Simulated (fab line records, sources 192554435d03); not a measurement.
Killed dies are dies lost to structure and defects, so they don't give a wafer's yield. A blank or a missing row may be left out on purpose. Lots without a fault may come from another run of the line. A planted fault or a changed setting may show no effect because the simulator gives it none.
fab line records | flow n5_finfet
record lots=7 wafers=39
route steps=1938 shown FIN_SAQP@96 DUMMY_GATE@228
start_h: hours from the record's first day to the start of the lot's first wafer shown | wait_h: hours since the lot's step before | " the same as in the row above | L1.1+2: a row that stands for several wafers | - no value, or no start given | * or withheld: withheld | < > ~ a bound
route shown NAME@n: a module of which the file shows steps, and the number in the route of the first | usual: mean/standard deviation of fault-free wafers | same: alike in all rows | chamber/n: place in a boat | sites: the reading at each site | _std_site: their standard deviation | _edge_site: outer sites' mean less inner sites' | radius_mm: how far each site lies from the wafer's centre | mask NAME#n: copy n | behind: the tool/chamber that last shaped the wafer | hold: why the lot was held/for how many hours/how that ended | device: the transistor (n, p or np) that didn't switch | end of line: the same wafers' tests at the end of the route | a step without rows: its recipe alone | killed: dies lost to structure and defects at the first sort, not the wafer's yield | map: a wafer's dies, x killed, . not, _ none there
set.NAME: the setting as run; set.NAME@STEP: as run at that earlier step | model.NAME: the simulator's own value behind a step, which no gauge read
lots whose settings were changed on purpose; a table a step, a row a wafer
## steps
# step N5_FIN_SAQP_HM_DEP_03
# recipe material=SiNx target_thk_a=380 temp_c=400 precursor=SiH4/NH3/N2 pressure_torr=1.5 rf_w=300 time_s=33.6
# columns lot.wafer tool chamber start_h wait_h set.time_s model.SiNx_of_FIN_SAQP_HM_DEP_03.thk_nm
L074.1 pecvd-02 0 22.11 0.2 33.6 37.01
L074.2 " 1 " " 33.6 37.6
L074.3 " 1 " " 33.6 37.99
L074.4 " 0 " " 30.43 34.48
L074.5 " 0 " " 30.43 34
L074.6 " 1 " " 30.43 34.28
L078.1 pecvd-02 1 45.07 0.2 33.6 37.36
L078.2+3 " 0,1 " " 33.6 37.85
L078.4 " 0 " " 33.6 38.16
L078.5 " 1 " " 33.6 37.79
L078.6 " 0 " " 33.6 37.84
L079.1 pecvd-02 1 50.77 0.2 33.6 37.56
L079.2 " 2 " " 30.61 33.57
L079.3 " 0 " " 30.61 34.03
L079.4 " 0 " " 33.6 38.09
L079.5 " 2 " " 33.6 37.86
L079.6 " 1 " " 30.61 34.83
L081.1 pecvd-03 2 63.11 0.2 33.6 36.74
L081.2 " 0 " " 33.6 37.96
L081.3 " 1 " " 33.6 37.46
L081.4 " 1 " " 33.6 38.18
L081.5 " 2 " " 33.6 37.97
L081.6 " 0 " " 33.6 38.39
L088.1 pecvd-02 0 109.21 0.2 33.6 37.08
L088.2 " 1 " " 33.6 37.69
L088.3 " 2 " " 33.6 37.11
L088.4 " 0 " " 33.6 37.93
L088.5 " 1 " " 33.6 38.33
L088.6 " 2 " " 33.6 37.92
L094.3 pecvd-04 1 141.21 0.1 33.6 37.85
L094.4 " 1 " " 33.6 38.57
L094.5 " 2 " " 33.6 38.83
L095.1 pecvd-02 2 147.82 0.2 33.6 37.38
L095.2 " 1 " " 33.6 38.26
L095.3 " 0 " " 38.87 43.7
L095.4 " 1 " " 38.87 44.56
L095.5 " 2 " " 38.87 44.07
L095.6 " 0 " " 33.6 38.25
# step N5_FIN_SAQP_THK_MEAS_05
# usual thk_nm=37.9/0.51
# columns lot.wafer tool chamber start_h wait_h set.time_s@FIN_SAQP_HM_DEP_03 thk_nm
L074.1 film_metro-02 - 22.23 0.1 33.6 37.0
L074.2 " - " " 33.6 37.6
L074.3 " - " " 33.6 38.0
L074.4 " - " " 30.43 34.5
L074.5 " - " " 30.43 34.0
L074.6 " - " " 30.43 34.3
L078.1 film_metro-02 - 45.19 0.1 33.6 37.4
L078.2 " - " " 33.6 37.9
L078.3 " - " " 33.6 37.9
L078.4 " - " " 33.6 38.2
L078.5 " - " " 33.6 37.8
L078.6 " - " " 33.6 37.9
L079.1 film_metro-01 - 50.85 0.1 33.6 37.6
L079.2 " - " " 30.61 33.6
L079.3 " - " " 30.61 34.0
L079.4 " - " " 33.6 38.1
L079.5 " - " " 33.6 37.9
L079.6 " - " " 30.61 34.8
L081.1 film_metro-02 - 63.20 0.1 33.6 36.7
L081.2 " - " " 33.6 38.0
L081.3 " - " " 33.6 37.5
L081.4 " - " " 33.6 38.2
L081.5 " - " " 33.6 38.0
L081.6 " - " " 33.6 38.4
L088.1 film_metro-02 - 109.30 0.1 33.6 37.1
L088.2 " - " " 33.6 37.7
L088.3 " - " " 33.6 37.1
L088.4 " - " " 33.6 37.9
L088.5 " - " " 33.6 38.3
L088.6 " - " " 33.6 37.8
L094.3 film_metro-02 - 141.30 0.1 33.6 37.8
L094.4 " - " " 33.6 38.6
L094.5 " - " " 33.6 38.9
L095.1 film_metro-01 - 147.90 0.1 33.6 37.4
L095.2 " - " " 33.6 38.3
L095.3 " - " " 38.87 43.7
L095.4 " - " " 38.87 44.6
L095.5 " - " " 38.87 44.1
L095.6 " - " " 33.6 38.3
# step N5_FIN_SAQP_ETCH_52
# recipe chemistry=N2/H2 target=SOC target_depth_a=1000 overetch_a=200 mask_material=SiARC temp_c=40 time_s=150 ion_energy_ev=200 pressure_mtorr=30 source_w=840 bias_w=150 n2_flow_sccm=200 h2_flow_sccm=200 ends=end_point
# usual rf_vpp_V=524.1/2.5
# columns lot.wafer tool chamber start_h wait_h set.source_w rf_vpp_V
L074.1 rie_diel-02 2 23.12 0.0 957 500.0
L074.2 " 1 " " 840 520.7
L074.3 " 0 " " 840 525.0
L074.4 " 3 " " 840 528.3
L074.5 " 3 " " 957 505.7
L074.6 " 0 " " 957 503.6
L078.1 rie_diel-04 2 45.94 0.0 693.4 557.9
L078.2 " 0 " " 693.4 553.2
L078.3 " 1 " " 840 527.7
L078.4 " 3 " " 840 522.3
L078.5 " 1 " " 693.4 561.0
L078.6 " 2 " " 840 523.0
L079.1 rie_diel-03 1 51.96 0.0 840 525.4
L079.2 " 2 " " 936 504.4
L079.3 " 0 " " 840 521.7
L079.4 " 3 " " 936 507.2
L079.5 " 2 " " 936 503.3
L079.6 " 3 " " 840 526.0
L081.1 rie_diel-03 1 64.06 0.0 840 526.0
L081.2 " 3 " " 840 525.7
L081.3 " 2 " " 840 521.8
L081.4 " 2 " " 840 523.3
L081.5 " 1 " " 840 525.3
L081.6 " 3 " " 840 526.8
L088.1 rie_diel-02 3 110.05 0.0 719.9 555.7
L088.2 " 0 " " 719.9 552.8
L088.3 " 1 " " 719.9 545.4
L088.4 " 2 " " 840 522.4
L088.5 " 2 " " 840 520.2
L088.6 " 1 " " 840 520.6
L094.3 rie_diel-02 2 142.39 0.0 840 520.3
L094.4 " 1 " " 840 520.4
L094.5 " 3 " " 840 527.5
L095.1 rie_diel-04 0 148.66 0.0 840 528.1
L095.2 " 1 " " 840 528.2
L095.3 " 3 " " 840 521.9
L095.4 " 2 " " 840 523.6
L095.5 " 1 " " 840 526.6
L095.6 " 0 " " 840 528.2
# step N5_FIN_SAQP_STRIP_53
# recipe chemistry=N2/H2 temp_c=40 n2_flow_sccm=200 h2_flow_sccm=200 rf_frequency_hz=6e+07
# step N5_FIN_SAQP_HM_OPEN_73
# recipe chemistry=CHF3/O2 target=SiO2 stop_on=a-Si target_depth_a=120 over_etch_frac=1.8 mask_material=SOC time_s=16.8 pressure_mtorr=30 source_w=650 bias_w=170 Ar_flow_sccm=200 CHF3_flow_sccm=50 O2_flow_sccm=5 ion_energy_ev=200 ends=end_point
# step N5_FIN_SAQP_SPACER2_ALD_28
# recipe material=SiO2 target_thk_a=81 temp_c=300 ald_precursor_family=BDEAS ald_co_reactant=O2-plasma pulse_time_s=1 purge_time_s=2 co_reactant_purge_time_s=2 pressure_torr=2
# step N5_FIN_SAQP_SPACER2_ETCHBACK_29
# recipe chemistry=CHF3/O2 mode=anisotropic_etchback target=SiO2 target_depth_a=122 time_s=6.1 pressure_mtorr=30 source_w=650 bias_w=170 Ar_flow_sccm=200 CHF3_flow_sccm=50 O2_flow_sccm=5 ion_energy_ev=200
# step N5_FIN_SAQP_MANDREL2_REMOVE_60
# recipe chemistry=HBr/Cl2/O2 bt_time_s=10 target=a-Si stop_on=SiNx endpoint=OES-SiCl over_etch_frac=1 icp_w=600 bias_w=22 HBr_flow_sccm=150 Cl2_flow_sccm=80 O2_flow_sccm=5 pressure_mtorr=10
# columns lot.wafer tool chamber start_h wait_h set.time_s@FIN_SAQP_HM_DEP_03 model.SiNx_of_FIN_SAQP_HM_DEP_03.thk_nm
L074.1 rie_si-04 3 27.08 0.1 33.6 36.4
L074.2 " 2 " " 33.6 37
L074.3 " 1 " " 33.6 37.4
L074.4 " 1 " " 30.43 33.8
L074.5 " 3 " " 30.43 33.4
L074.6 " 2 " " 30.43 33.6
L078.1 rie_si-04 2 49.33 0.1 33.6 36.8
L078.2+3+5+6 " 3,1,3,1 " " 33.6 37.2
L078.4 " 2 " " 33.6 37.6
L079.1 rie_si-04 2 56.87 0.1 33.6 37
L079.2 " 1 " " 30.61 33
L079.3 " 3 " " 30.61 33.4
L079.4 " 1 " " 33.6 37.4
L079.5 " 3 " " 33.6 37.2
L079.6 " 2 " " 30.61 34.2
L081.1 rie_si-04 2 68.77 0.1 33.6 36.2
L081.2 " 1 " " 33.6 37.2
L081.3 " 3 " " 33.6 36.8
L081.4 " 0 " " 33.6 37.6
L081.5 " 0 " " 33.6 37.4
L081.6 " 3 " " 33.6 37.8
L088.1+3 rie_si-04 1,0 114.21 0.1 33.6 36.4
L088.2 " 3 " " 33.6 36.8
L088.4+6 " 2,0 " " 33.6 37.2
L088.5 " 3 " " 33.6 37.8
L094.3 rie_si-04 1 146.18 0.1 33.6 37
L094.4 " 0 " " 33.6 38
L094.5 " 0 " " 33.6 38.2
L095.1 rie_si-02 0 152.60 0.1 33.6 36.6
L095.2+6 " 3,1 " " 33.6 37.6
L095.3 " 2 " " 38.87 43
L095.4 " 1 " " 38.87 43.8
L095.5 " 2 " " 38.87 43.2
# step N5_FIN_SAQP_HM_OPEN_33
# recipe chemistry=CH3F/O2 target=SiNx mask_material=SiO2 target_depth_a=494 time_s=70.6 pressure_mtorr=30 source_w=395 bias_w=73 Ar_flow_sccm=150 CH3F_flow_sccm=30 O2_flow_sccm=20 ion_energy_ev=120 ends=cleared
# usual etch_rf_on_time_s=69.1/1.7
# columns lot.wafer tool chamber start_h wait_h set.time_s@FIN_SAQP_HM_DEP_03 etch_rf_on_time_s model.etch.depth_nm
L074.1 rie_diel-02 1 27.52 0.3 33.6 67.2 36.39
L074.2 " 0 " " 33.6 66.9 36.97
L074.3 " 3 " " 33.6 70.7 37.32
L074.4 " 2 " " 30.43 63.3 33.85
L074.5 " 0 " " 30.43 60.3 33.37
L074.6 " 3 " " 30.43 62.9 33.65
L078.1 rie_diel-04 3 49.53 0.1 33.6 67.9 36.73
L078.2 " 0 " " 33.6 70.8 37.19
L078.3 " 1 " " 33.6 69.6 37.22
L078.4 " 2 " " 33.6 70.1 37.54
L078.5 " 3 " " 33.6 68.5 37.16
L078.6 " 2 " " 33.6 69.1 37.18
L079.1 rie_diel-02 3 57.03 0.0 33.6 68.8 36.9
L079.2 " 0 " " 30.61 59.6 32.94
L079.3 " 2 " " 30.61 61.4 33.4
L079.4 " 2 " " 33.6 69.1 37.46
L079.5 " 0 " " 33.6 67.1 37.23
L079.6 " 3 " " 30.61 63.9 34.21
L081.1 rie_diel-04 3 68.93 0.0 33.6 66.9 36.11
L081.2 " 1 " " 33.6 69.0 37.3
L081.3 " 0 " " 33.6 69.5 36.83
L081.4 " 3 " " 33.6 69.0 37.55
L081.5 " 1 " " 33.6 69.1 37.34
L081.6 " 0 " " 33.6 71.6 37.76
L088.1 rie_diel-04 0 114.36 0.0 33.6 66.1 36.45
L088.2 " 3 " " 33.6 67.7 36.89
L088.3 " 1 " " 33.6 67.2 36.36
L088.4 " 2 " " 33.6 68.8 37.26
L088.5 " 3 " " 33.6 69.2 37.7
L088.6 " 0 " " 33.6 67.5 37.11
L094.3 rie_diel-02 3 146.36 0.1 33.6 69.4 37.1
L094.4 " 0 " " 33.6 68.8 37.94
L094.5 " 3 " " 33.6 71.8 38.16
L095.1 rie_diel-03 3 152.75 0.0 33.6 66.7 36.58
L095.2 " 2 " " 33.6 68.3 37.64
L095.3 " 1 " " 38.87 78.7 42.94
L095.4 " 3 " " 38.87 79.9 43.9
L095.5 " 2 " " 38.87 78.9 43.27
L095.6 " 1 " " 33.6 69.4 37.62
# step N5_FIN_SAQP_ETCH_34
# recipe chemistry=C4F6/O2 target=SiO2 target_depth_a=450 time_s=15 ion_energy_ev=250 pressure_mtorr=30 source_w=345 bias_w=185 Ar_flow_sccm=300 C4F6_flow_sccm=10 O2_flow_sccm=10 ends=cleared
# step N5_FIN_SAQP_STRIP_77
# recipe chemistry=N2/H2 time_s=90 power_w=100 temp_c=40 pressure_mtorr=100 rf_frequency_hz=6e+07 bias_power_w=3 n2_flow_sccm=300 h2_flow_sccm=300
# step N5_FIN_SAQP_ETCH_64
# recipe chemistry=CF4 target=SiO2 target_depth_a=15 ion_energy_ev=350 pressure_mtorr=10 icp_w=800 bias_w=400 cf4_flow_sccm=80
# step N5_FIN_SAQP_FIN_ETCH_36
# recipe chemistry=HBr/Cl2/O2 target_depth_a=1200 mask_material=SiNx time_s=50.4 bias_w=102 pressure_mtorr=10 icp_w=800 HBr_flow_sccm=150 Cl2_flow_sccm=80 O2_flow_sccm=12
# columns lot.wafer tool chamber start_h wait_h set.time_s@FIN_SAQP_HM_DEP_03 model.SiNx_of_FIN_SAQP_HM_DEP_03.thk_nm
L074.1 rie_si-02 3 27.81 0.0 33.6 20
L074.2 " 0 " " 33.6 21
L074.3 " 2 " " 33.6 20.8
L074.4 " 1 " " 30.43 17.2
L074.5 " 1 " " 30.43 16.8
L074.6 " 0 " " 30.43 17.6
L078.1+4 rie_si-06 2,1 49.81 0.0 33.6 21.2
L078.2+3+6 " 0,3,3 " " 33.6 20.8
L078.5 " 2 " " 33.6 21.6
L079.1 rie_si-06 3 57.32 0.0 33.6 20.6
L079.2 " 1 " " 30.61 16.6
L079.3 " 0 " " 30.61 17
L079.4 " 2 " " 33.6 21.8
L079.5 " 1 " " 33.6 21
L079.6 " 0 " " 30.61 17.8
L081.1 rie_si-06 1 69.21 0.0 33.6 20
L081.2+5 " 0 " " 33.6 21
L081.3 " 3 " " 33.6 20.6
L081.4 " 2 " " 33.6 22
L081.6 " 1 " " 33.6 21.6
L088.1 rie_si-06 3 114.65 0.0 33.6 20.4
L088.2 " 2 " " 33.6 21.2
L088.3 " 0 " " 33.6 20
L088.4+6 " 1 " " 33.6 20.8
L088.5 " 0 " " 33.6 21.4
L094.3 rie_si-02 1 146.64 0.0 33.6 20.8
L094.4 " 0 " " 33.6 22
L094.5 " 1 " " 33.6 21.8
L095.1 rie_si-06 3 153.04 0.0 33.6 20.4
L095.2 " 1 " " 33.6 21.4
L095.3 " 2 " " 38.87 27.2
L095.4 " 0 " " 38.87 27.4
L095.5 " 1 " " 38.87 27
L095.6 " 0 " " 33.6 21.2
# step N5_DUMMY_GATE_EXPOSE_12
# recipe mask_id=GATE na=0.33 source_shape=annular sigma_inner=0.2 sigma_outer=0.6 polarization=unpolarized target_cd_nm=25 dose_mj=34
# columns lot.wafer tool chamber start_h wait_h mask set.dose_mj
L074.1+3+4 euv_scanner-02 0 46.68 - GATE#0 36.11
L074.2+5+6 " 0 " " GATE#0 34
L078.1+3+4 euv_scanner-02 0 69.33 - GATE#0 34
L078.2+5+6 " 0 " " GATE#0 36.48
L079.1+2+3+4+5+6 euv_scanner-01 0 77.24 - GATE#0 34
L081.1+5+6 euv_scanner-02 0 88.88 - GATE#0 34
L081.2+3+4 " 0 " " GATE#0 32.9
L088.1+2+6 euv_scanner-01 0 133.68 - GATE#0 31.76
L088.3+4+5 " 0 " " GATE#0 34
L094.3+4+5 euv_scanner-01 0 167.71 - GATE#0 34
L095.1+4+5 euv_scanner-02 0 174.06 - GATE#0 35.59
L095.2+3+6 " 0 " " GATE#0 34
# step N5_DUMMY_GATE_PEB_13
# recipe peb_temp_c=100 peb_time_s=60 resist=CAR-EUV
# step N5_DUMMY_GATE_DEVELOP_14
# recipe develop_time_s=30 developer=TMAH resist=CAR-EUV rinse_liquid=surfactant_rinse dry=air_spin dev_temp_c=23
# step N5_DUMMY_GATE_CD_MEAS_15
# recipe target_cd_nm=25.8 landing_energy_ev=500 detector=se_inlens
# usual cd_nm=25.02/0.22
# columns lot.wafer tool chamber start_h wait_h set.dose_mj@DUMMY_GATE_EXPOSE_12 cd_nm
L074.1 cd_sem-02 0 46.80 - 36.11 24.31
L074.2 " 0 " " 34 24.89
L074.3 " 0 " " 36.11 23.62
L074.4 " 0 " " 36.11 23.79
L074.5 " 0 " " 34 24.93
L074.6 " 0 " " 34 24.88
L078.1 cd_sem-03 0 69.45 - 34 25.12
L078.2 " 0 " " 36.48 23.80
L078.3 " 0 " " 34 25.00
L078.4 " 0 " " 34 24.95
L078.5 " 0 " " 36.48 24.11
L078.6 " 0 " " 36.48 23.38
L079.1 cd_sem-01 0 77.37 - 34 24.93
L079.2 " 0 " " 34 24.94
L079.3 " 0 " " 34 25.04
L079.4 " 0 " " 34 25.42
L079.5 " 0 " " 34 25.07
L079.6 " 0 " " 34 25.22
L081.1 cd_sem-02 0 89.01 - 34 25.05
L081.2 " 0 " " 32.9 25.55
L081.3 " 0 " " 32.9 25.42
L081.4 " 0 " " 32.9 25.56
L081.5 " 0 " " 34 25.18
L081.6 " 0 " " 34 25.19
L088.1 cd_sem-02 0 133.81 - 31.76 26.42
L088.2 " 0 " " 31.76 26.45
L088.3 " 0 " " 34 25.00
L088.4 " 0 " " 34 25.22
L088.5 " 0 " " 34 25.63
L088.6 " 0 " " 31.76 26.41
L094.3 cd_sem-01 0 167.83 - 34 25.52
L094.4 " 0 " " 34 24.89
L094.5 " 0 " " 34 24.91
L095.1 cd_sem-01 0 174.19 - 35.59 24.13
L095.2 " 0 " " 34 24.98
L095.3 " 0 " " 34 24.77
L095.4 " 0 " " 35.59 24.26
L095.5 " 0 " " 35.59 24.11
L095.6 " 0 " " 34 25.22
## key
split step=N5_FIN_SAQP_HM_DEP_03 setting=time_s stated=33.6 by=wafer
response step=N5_FIN_SAQP_HM_DEP_03 reading=model.SiNx_of_FIN_SAQP_HM_DEP_03.thk_nm change=+0.387 per=1% r=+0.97
response step=N5_FIN_SAQP_THK_MEAS_05 reading=thk_nm change=* per=1% r=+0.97
response step=N5_FIN_SAQP_MANDREL2_REMOVE_60 reading=model.SiNx_of_FIN_SAQP_HM_DEP_03.thk_nm change=+0.384 per=1% r=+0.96
response step=N5_FIN_SAQP_HM_OPEN_33 reading=etch_rf_on_time_s change=* per=1% r=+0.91
response step=N5_FIN_SAQP_HM_OPEN_33 reading=model.etch.depth_nm change=+0.384 per=1% r=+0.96
response step=N5_FIN_SAQP_FIN_ETCH_36 reading=model.SiNx_of_FIN_SAQP_HM_DEP_03.thk_nm change=+0.398 per=1% r=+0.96
split step=N5_FIN_SAQP_ETCH_52 setting=source_w stated=840 by=wafer
response step=N5_FIN_SAQP_ETCH_52 reading=rf_vpp_V change=-1.84 per=1% r=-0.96
split step=N5_DUMMY_GATE_EXPOSE_12 setting=dose_mj stated=34 by=wafer
response step=N5_DUMMY_GATE_CD_MEAS_15 reading=cd_nm change=-0.167 per=1% r=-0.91
